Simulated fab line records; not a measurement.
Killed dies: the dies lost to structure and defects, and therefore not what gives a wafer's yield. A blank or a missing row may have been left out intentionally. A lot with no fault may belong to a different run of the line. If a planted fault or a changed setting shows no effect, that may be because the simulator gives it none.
Matching of chambers | flow n5_finfet | N5_BEOL_M5_ETCH_67 on rie_diel-05 has 4 sister chambers
The step etches SiARC in CF4, target depth 15.6 nm, time 26 s. 4 wafers are shown with their chamber, then 7 later ones without.

== WAFERS PAIRED WITH THEIR CHAMBERS ==
wafer  | chamber | throttle_valve_pct (%)
L083.4 | 0       | 15.54
L084.1 | 1       | 15.29
L087.2 | 3       | 15.93
L087.3 | 2       | 15.57

== WAFERS MISSING THEIR CHAMBER ==
wafer  | throttle_valve_pct (%)
L087.5 | 15.59
L092.1 | 15.96
L092.2 | 15.61
L092.5 | 15.61
L091.1 | 15.62
L091.4 | 15.36
L091.6 | 15.61

== THE CHAMBER EACH PASSED THROUGH ==
wafer  | from the rows above     | in truth
L087.5 | can't be placed: 2 or 0 | 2
L092.1 | 3                       | 3
L092.2 | can't be placed: 2 or 0 | 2
L092.5 | can't be placed: 2 or 0 | 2
L091.1 | can't be placed: 2 or 0 | 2
L091.4 | 1                       | 1
L091.6 | can't be placed: 2 or 0 | 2
Placed correctly: 2 of 7. Not placeable from these rows: 5 (in 5, the candidates include the true chamber). Number placed wrongly: 0.
How it was worked out, from the rows above alone: a wafer's distance from a chamber is the root of the sum, over the readings, of the square of ((its reading less the chamber's mean) divided by the reading's scatter). If the next closest chamber is less than 2 further off than the closest, the wafer can't be placed; otherwise it belongs to the closest. A chamber's mean is the mean of its shown wafers. The scatter: with one shown wafer a chamber, the root of the mean of the squares of how far each hidden wafer lies from its nearest shown one.
